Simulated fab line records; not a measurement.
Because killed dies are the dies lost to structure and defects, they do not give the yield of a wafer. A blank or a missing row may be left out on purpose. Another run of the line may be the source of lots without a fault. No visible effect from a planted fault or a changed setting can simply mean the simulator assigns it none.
Which tool is to blame? ; flow nand-harc ; Sampling: 14 lots, 42 wafers, 2 of 1302 route steps

WHAT EACH GAUGE READ, for each wafer
NHARC_THIN_TSV_THK_MEAS_02: measures by ir.
lot;measured;on;thk-nm (nm)
L470;day 23 17:55;film-metro-01;3474 3196 3220
L471;day 24 11:26;film-metro-02;3008 2478 2604
L474;day 25 03:49;film-metro-01;3183 3123 2879
L473;day 25 18:25;film-metro-01;2752 2848 2948
L476;day 26 13:07;film-metro-02;2606 3189 2781
L477;day 26 20:47;film-metro-02;2776 2896 2859
L478;day 27 08:34;film-metro-02;3132 2661 3157
L480;day 28 11:12;film-metro-02;3579 3224 3268
L475;day 29 04:05;film-metro-02;2725 3286 3031
L487;day 32 01:28;film-metro-01;3166 2939 3044
L488;day 32 02:41;film-metro-02;3105 2908 2897
L490;day 32 10:44;film-metro-02;2932 3205 2780
L492;day 32 11:55;film-metro-02;2874 2908 3073
L491;day 32 13:06;film-metro-02;3171 3243 3376

WHAT TOOL EACH LOT RAN ON (gives the tool, then ch and the chambers of the sampled wafers, and finally the start)
lot;NHARC_A_BONDPAD_PRE_CLEAN_26
L470;pvd-sputter-01, day 23 17:55 or earlier
L471;pvd-sputter-01, day 24 11:26 or earlier
L474;pvd-sputter-01, day 25 03:49 or earlier
L473;pvd-sputter-02, day 25 18:25 or earlier
L476;pvd-sputter-01, day 26 13:07 or earlier
L477;pvd-sputter-01, day 26 20:47 or earlier
L478;pvd-sputter-01, day 27 08:34 or earlier
L480;pvd-sputter-01, day 28 11:12 or earlier
L475;pvd-sputter-02, day 29 04:05 or earlier
L487;pvd-sputter-02, day 32 01:28 or earlier
L488;pvd-sputter-02, day 32 02:41 or earlier
L490;pvd-sputter-01, day 32 10:44 or earlier
L492;pvd-sputter-01, day 32 11:55 or earlier
L491;pvd-sputter-03, day 32 13:06 or earlier
- NHARC_A_BONDPAD_PRE_CLEAN_26: time 30 s.

AS READ BY THE TOOLS THEMSELVES (means over the sampled wafers that have a number; for cases with no such wafer, the mark the record gives instead)
NHARC_A_BONDPAD_PRE_CLEAN_26.
lot;tool;heater-power-w (W)
L470;pvd-sputter-01;438
L471;pvd-sputter-01;401
L474;pvd-sputter-01;419
L473;pvd-sputter-02;448
L476;pvd-sputter-01;422
L477;pvd-sputter-01;442
L478;pvd-sputter-01;415
L480;pvd-sputter-01;429
L475;pvd-sputter-02;437
L487;pvd-sputter-02;440
L488;pvd-sputter-02;497
L490;pvd-sputter-01;406
L492;pvd-sputter-01;407
L491;pvd-sputter-03;390

THE ANSWER, worked out from the rows above alone
Rule: the usual values come from the lots themselves. The widest of any qualifying gaps counts: lots, ordered by their means at a reading, are off when they make up no more than a third of the lots, leave a main group of 4 or more, and stand apart from it by 3 or more times the standard deviation of that group's means. A main group whose means are all the same, to the digits that the tables above print for the reading, isn't used. A lot without any number at a reading at which 4 lots or more have one is off too. The other lots that the step has rows for count as sound. The gauges are gone through in route order, then the tools' own readings, and for those a lot's mean is taken as printed above. The first step at which some lot is off is used, and at that step the reading that is off furthest; a lot without a number counts as furthest.
Across all readings shown, no lot is off: no conclusion can be drawn from this.

WHAT THE SIMULATOR PUT IN
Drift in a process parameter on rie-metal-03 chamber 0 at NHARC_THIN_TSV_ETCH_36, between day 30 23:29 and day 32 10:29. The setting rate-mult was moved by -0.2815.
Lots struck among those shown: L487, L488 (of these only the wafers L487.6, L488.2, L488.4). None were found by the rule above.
